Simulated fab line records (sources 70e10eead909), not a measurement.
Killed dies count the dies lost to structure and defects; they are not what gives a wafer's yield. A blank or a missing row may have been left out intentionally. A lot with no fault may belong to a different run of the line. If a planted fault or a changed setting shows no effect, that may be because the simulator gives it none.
Which tool did it? / flow nandHarc / 22 lots, 66 wafers sampled, at 1 step of a route of 1159

## WHAT THE GAUGES READ, wafer by wafer
NHARC_A_SLIT_OVL_MEAS_10.
lot=L074; measured=day 14 03:49; on=overlay-02; overlayXNm (nm)=0.4 0.2 0.7; overlayYNm (nm)=0.8 0.4 0.5
lot=L075; measured=day 14 03:52; on=overlay-02; overlayXNm (nm)=0.2 0.4 -0.1; overlayYNm (nm)=0.0 0.1 0.3
lot=L077; measured=day 14 14:56; on=overlay-02; overlayXNm (nm)=0.0 -0.4 -0.3; overlayYNm (nm)=-1.5 -1.1 -1.5
lot=L076; measured=day 14 15:38; on=overlay-01; overlayXNm (nm)=0.0 -0.4 -0.3; overlayYNm (nm)=-0.2 0.3 -0.7
lot=L079; measured=day 15 07:02; on=overlay-01; overlayXNm (nm)=0.9 1.3 0.7; overlayYNm (nm)=2.8 2.7 1.9
lot=L078; measured=day 15 07:28; on=overlay-01; overlayXNm (nm)=0.8 0.3 0.6; overlayYNm (nm)=-1.3 -1.3 -0.6
lot=L081; measured=day 16 07:28; on=overlay-02; overlayXNm (nm)=-1.0 -0.2 -1.0; overlayYNm (nm)=-1.0 -1.3 -0.9
lot=L080; measured=day 16 08:26; on=overlay-01; overlayXNm (nm)=0.5 0.3 0.7; overlayYNm (nm)=-0.1 0.5 -0.5
lot=L082; measured=day 16 21:55; on=overlay-01; overlayXNm (nm)=-1.0 -1.2 -1.4; overlayYNm (nm)=-0.1 0.1 0.2
lot=L084; measured=day 16 22:05; on=overlay-02; overlayXNm (nm)=0.7 1.2 0.4; overlayYNm (nm)=1.9 1.8 1.7
lot=L085; measured=day 16 22:19; on=overlay-01; overlayXNm (nm)=-1.5 -0.6 -0.6; overlayYNm (nm)=0.9 0.0 0.1
lot=L083; measured=day 16 23:59; on=overlay-02; overlayXNm (nm)=0.3 -0.3 0.1; overlayYNm (nm)=0.4 -0.1 -0.2
lot=L087; measured=day 17 11:58; on=overlay-02; overlayXNm (nm)=0.6 -0.2 0.3; overlayYNm (nm)=-0.4 0.1 -0.3
lot=L089; measured=day 17 22:24; on=overlay-01; overlayXNm (nm)=0.0 -0.4 0.2; overlayYNm (nm)=0.0 0.1 -0.3
lot=L086; measured=day 17 22:37; on=overlay-02; overlayXNm (nm)=-1.8 -1.4 -0.7; overlayYNm (nm)=0.5 0.1 1.0
lot=L088; measured=day 17 23:12; on=overlay-02; overlayXNm (nm)=0.0 -0.6 -0.8; overlayYNm (nm)=1.0 1.1 0.9
lot=L091; measured=day 18 08:50; on=overlay-01; overlayXNm (nm)=0.5 0.2 0.8; overlayYNm (nm)=-0.8 -0.6 -0.8
lot=L092; measured=day 18 10:04; on=overlay-01; overlayXNm (nm)=-0.1 -0.6 -0.5; overlayYNm (nm)=0.1 0.1 0.1
lot=L093; measured=day 19 03:26; on=overlay-01; overlayXNm (nm)=-0.5 -0.2 -0.9; overlayYNm (nm)=1.2 1.2 0.9
lot=L094; measured=day 19 04:03; on=overlay-02; overlayXNm (nm)=-0.2 -0.3 -0.2; overlayYNm (nm)=-0.5 -0.7 -0.4
lot=L096; measured=day 19 12:30; on=overlay-02; overlayXNm (nm)=0.1 -0.3 -0.3; overlayYNm (nm)=-1.1 -0.8 -1.0
lot=L097; measured=day 20 11:05; on=overlay-02; overlayXNm (nm)=0.1 0.2 0.0; overlayYNm (nm)=1.0 0.9 0.8

## WHICH TOOL RAN EACH LOT (tool, then ch and the chambers of the sampled wafers, then the start)
There is no process step in the record ahead of these readings.

## WHAT THE TOOLS THEMSELVES READ (means of the sampled wafers that have a number; where no wafer has one, the mark that the record gives instead)
The record holds no such reading with a usual standard deviation.

## THE ANSWER, worked out from the rows above alone
Rule: the lots themselves supply what counts as usual. Put in order of their means at a reading, lots are off if they are a third of the lots or fewer, leave a main group of 4 or more, and stand apart from it by a gap of 3 or more times the standard deviation of the main group's means; of several such gaps the widest counts. If all means in a main group match to the digits the tables above print for the reading, that group is not used. A lot without any number at a reading at which 4 lots or more have one is off too. Any other lot the step has rows for is counted as sound. Order of review: gauges by route order, followed by the tools' own readings, for which a lot's mean as printed above is used. The first step at which some lot is off is used, and at that step the reading that is off furthest; a lot without a number counts as furthest.
No lot is off at any reading shown: from this, nothing can be told.

## WHAT THE SIMULATOR HAD PUT IN
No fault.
